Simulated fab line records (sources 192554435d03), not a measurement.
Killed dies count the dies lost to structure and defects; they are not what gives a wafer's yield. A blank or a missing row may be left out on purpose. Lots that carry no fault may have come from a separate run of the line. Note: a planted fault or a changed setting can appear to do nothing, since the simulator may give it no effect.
A lot that was struck, set against a sound lot	flow n5_finfet	37 out of 1938 route steps
Sound: the wafers L847.1, L847.2, L847.4. Wafers L852.1, L852.2, L852.5 were the ones struck. The cause is given at the end.
Order at every step that has rows: each side's tool, ch and its chambers, its first start. Under that, the readings that differ: sound wafers	struck wafers	difference of the means	sigmas: that difference in standard deviations of wafers without a fault.
alike: a reading whose means differ by less than 2 such deviations, as well as words and numbers matching on both sides. not compared: withheld readings; readings where some wafer has no value; bounds like >300 that might hide an equal value; numbers whose values overlap and for which the record gives no deviation.
A row with sigmas, a row that says differs or no value, or rows on one side alone: a step with any of these is where the two part. When numbers do not overlap yet have no deviation, they are printed without sigmas and do not part them. A reading missing from all wafers of one side parts the sides only when that side holds two or more wafers.

first, 9 steps without rows for these wafers: N5_PASSIVATION_COAT_04; N5_PASSIVATION_EBR_06; N5_PASSIVATION_SOFTBAKE_05 (time 90 s); N5_PASSIVATION_EXPOSE_07 (exposes mask TV, defocus 0 nm, target cd 3000 nm); N5_PASSIVATION_PEB_08; N5_PASSIVATION_DEVELOP_09 (develop time 60 s); N5_PASSIVATION_HARDBAKE_11 (time 120 s); N5_PASSIVATION_DESCUM_12 (chemistry O2, time 7.9 s); N5_PASSIVATION_PASS_ETCH_74 (etches SiNx in CF4/O2, target depth 220 nm, time 110 s).
N5_PASSIVATION_VIA_ETCH_13: etches SiO2 in CHF3/O2, target depth 660 nm, time 330 s.
  sound on rie_diel-03 ch 1,2,3, day 13 02:37; struck on rie_diel-03 ch 0,1,3, day 15 12:38
  alike: drypump_motor_current_A, etch_rf_on_time_s, oes_f_703_au, oes_product_au, rf_vpp_V, showerhead_plenum_p_Torr, throttle_valve_pct
  not compared: rf_hours_counter_h
then, 26 steps without rows for these wafers: N5_PASSIVATION_STRIP_14 (strips in O2); N5_PASSIVATION_ETCH_15 (etches SiCN in CF4/N2, target depth 75 nm, time 81.2 s); N5_PASSIVATION_STRIP_73 (strips in post etch residue remover, time 60 s); N5_PASSIVATION_SRD_17 (time 30 s, dry time 30 s); N5_PASSIVATION_DEGAS_18 (time 60 s); N5_PASSIVATION_PRE_CLEAN_19; N5_PASSIVATION_SPUTTER_20 (material TaN, target thk 50 nm); N5_PASSIVATION_AL_DEP_21 (deposits Al, target thk 2800 nm, time 170 s); N5_PASSIVATION_HMDS_23 (time 60 s); N5_PASSIVATION_COAT_24; N5_PASSIVATION_EBR_26; N5_PASSIVATION_SOFTBAKE_25 (time 90 s); N5_PASSIVATION_EXPOSE_27 (exposes mask PAD, defocus 0 nm); N5_PASSIVATION_PEB_28; N5_PASSIVATION_DEVELOP_29 (develop time 60 s); N5_PASSIVATION_HARDBAKE_31 (time 120 s); N5_PASSIVATION_DESCUM_32 (chemistry O2, time 7.9 s); N5_PASSIVATION_AL_ETCH_33 (etches Al in Cl2/BCl3, stops on TaN, target depth 2800 nm, time 466.7 s); N5_PASSIVATION_ETCH_59 (etches TaN in Cl2/BCl3, target depth 65 nm, time 34.9 s); N5_PASSIVATION_STRIP_34 (strips in O2); N5_PASSIVATION_STRIP_51 (strips in post etch residue remover, time 1200 s); N5_PASSIVATION_CLEAN_69 (cleans in IPA, time 180 s); N5_PASSIVATION_SRD_70 (time 30 s); N5_PASSIVATION_PECVD_53 (deposits SiO2 from TEOS/O2, target thk 800 nm, time 169.4 s); N5_PASSIVATION_PECVD_35 (deposits SiNx from SiH4/NH3/N2, target thk 700 nm, time 151.3 s); N5_PASSIVATION_HMDS_37 (time 60 s).
N5_PASSIVATION_PROBE_49:
  sound on prober-01, day 13 08:47; struck on prober-01, day 15 20:02
reading	sound	struck	difference	sigmas
defect_limited_yield (%)	91.9 92.5 88.9	84.3 82.5 84.9	-7.2	-5
killed_at_other	4 2 4	113 129 98	+110	+35
killed_dies	96 89 131	185 207 178	+85	+5
sort_bin_5_function (%)	4.6 3.6 6.4	10.5 11.5 8.6	+5.3	+5
sort_n_pass	1084 1091 1049	995 973 1002	-85	-5
sort_yield_pct (%)	91.9 92.5 88.9	84.3 82.5 84.9	-7.2	-5
  alike: killed_at_M0_to_M3, killed_at_M4_up, killed_at_contacts, killed_at_front_end, killed_open, killed_short, sort_bin_6_memory

== WHERE THEY PART ==
Only at N5_PASSIVATION_PROBE_49, within this record.

WHY: whatever the simulator had introduced
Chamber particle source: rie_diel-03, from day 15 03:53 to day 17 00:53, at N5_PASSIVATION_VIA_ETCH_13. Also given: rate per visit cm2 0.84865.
